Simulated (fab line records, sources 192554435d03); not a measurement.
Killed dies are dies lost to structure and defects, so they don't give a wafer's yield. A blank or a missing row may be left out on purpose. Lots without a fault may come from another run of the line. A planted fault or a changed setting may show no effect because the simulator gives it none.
Which tool did it? | flow n5_finfet | 10 lots, 28 wafers sampled, at 5 steps of a route of 1938

WHAT THE GAUGES READ, wafer by wafer
N5_BEOL_M3_THK_MEAS_01.
lot  | measured     | on            | M3_ILD_THK (nm)
L446 | day 7 22:04  | film_metro-02 | 80.7 78.8 77.0
L447 | day 8 22:52  | film_metro-01 | 78.3 80.1 80.9
L452 | day 9 22:13  | film_metro-02 | 77.7 78.3 79.8
L455 | day 10 19:17 | film_metro-02 | 76.7 81.3 79.6
L458 | day 11 04:36 | film_metro-01 | 78.0 79.3 79.7
L460 | day 11 12:25 | film_metro-02 | 79.4 79.8 79.7
L461 | day 12 02:02 | film_metro-01 | 91.5 94.1
L462 | day 12 14:43 | film_metro-01 | 90.9 92.1
L463 | day 12 22:55 | film_metro-02 | 79.7 80.9 81.2
L465 | day 13 04:28 | film_metro-02 | 79.5 80.2 80.9

WHICH TOOL RAN EACH LOT (tool, then ch and the chambers of the sampled wafers, then the start)
lot  | N5_BEOL_M2_ANNEAL_89         | N5_BEOL_M2_PRE_CLEAN_60          | N5_BEOL_M2_CO_CAP_55             | N5_BEOL_M3_ILD_DEP_00
L446 | pvd_sputter-03, day 7 20:05  | cvd_co-02 ch 0,1,2, day 7 21:43  | cvd_co-02 ch 0,1,2, day 7 21:45  | pecvd-01 ch 0,1,2, day 7 22:00
L447 | pvd_sputter-01, day 8 20:53  | cvd_co-02 ch 0,1, day 8 22:31    | cvd_co-02 ch 0,1, day 8 22:33    | pecvd-04 ch 0,1, day 8 22:47
L452 | pvd_sputter-03, day 9 20:03  | cvd_co-02 ch 1,2, day 9 21:52    | cvd_co-02 ch 1,2, day 9 21:55    | pecvd-02 ch 0,1,2, day 9 22:09
L455 | pvd_sputter-02, day 10 17:16 | cvd_co-01 ch 0,1,2, day 10 18:55 | cvd_co-01 ch 0,1,2, day 10 18:57 | pecvd-01 ch 0,1,2, day 10 19:14
L458 | pvd_sputter-01, day 11 02:37 | cvd_co-02 ch 1,2, day 11 04:14   | cvd_co-02 ch 1,2, day 11 04:17   | pecvd-04 ch 0,1,2, day 11 04:32
L460 | pvd_sputter-01, day 11 10:26 | cvd_co-02 ch 0,2, day 11 12:03   | cvd_co-02 ch 0,2, day 11 12:05   | pecvd-04 ch 0,2, day 11 12:21
L461 | pvd_sputter-01, day 11 23:47 | cvd_co-01 ch 1,2, day 12 01:41   | cvd_co-01 ch 1,2, day 12 01:43   | pecvd-04 ch 1, day 12 01:58
L462 | pvd_sputter-01, day 12 12:42 | cvd_co-02 ch 1, day 12 14:19     | cvd_co-02 ch 1, day 12 14:22     | pecvd-04 ch 1, day 12 14:38
L463 | pvd_sputter-01, day 12 20:49 | cvd_co-02 ch 0,1,2, day 12 22:32 | cvd_co-02 ch 0,1,2, day 12 22:35 | pecvd-01 ch 0,2, day 12 22:49
L465 | pvd_sputter-01, day 13 02:27 | cvd_co-02 ch 1,2, day 13 04:05   | cvd_co-02 ch 1,2, day 13 04:08   | pecvd-01 ch 0,2, day 13 04:23
- N5_BEOL_M2_ANNEAL_89: time 240 s.
- N5_BEOL_M2_PRE_CLEAN_60: time 15 s.
- N5_BEOL_M2_CO_CAP_55: material Co, precursor CCTBA/H2, target thk 2 nm, time 102.1 s.
- N5_BEOL_M3_ILD_DEP_00: deposits SiOC from DEMS/O2, target thk 79 nm, time 15.3 s.

THE ANSWER, worked out from the rows above alone
Rule: what is usual is taken from the lots themselves. Put in order of their means at a reading, lots are off if they are a third of the lots or fewer, leave a main group of 4 or more, and stand apart from it by a gap of 3 or more times the standard deviation of the main group's means; of several such gaps the widest counts. A main group whose means are all the same, to the digits that the tables above print for the reading, isn't used. A lot without any number at a reading at which 4 lots or more have one is off too. The other lots that the step has rows for count as sound.
Off: L461, L462, at N5_BEOL_M3_THK_MEAS_01 (M3_ILD_THK). The main group: mean 79.5 nm, standard deviation 0.65.
A tool fits if, at a process step before that reading, it ran every lot that is off, and no sound lot after the first of them. The gauges at N5_BEOL_M3_THK_MEAS_01 are tried like those tools. Can't be told from this: 2 tools fit, pecvd-04 at N5_BEOL_M3_ILD_DEP_00, film_metro-01 at N5_BEOL_M3_THK_MEAS_01.

WHAT THE SIMULATOR HAD PUT IN
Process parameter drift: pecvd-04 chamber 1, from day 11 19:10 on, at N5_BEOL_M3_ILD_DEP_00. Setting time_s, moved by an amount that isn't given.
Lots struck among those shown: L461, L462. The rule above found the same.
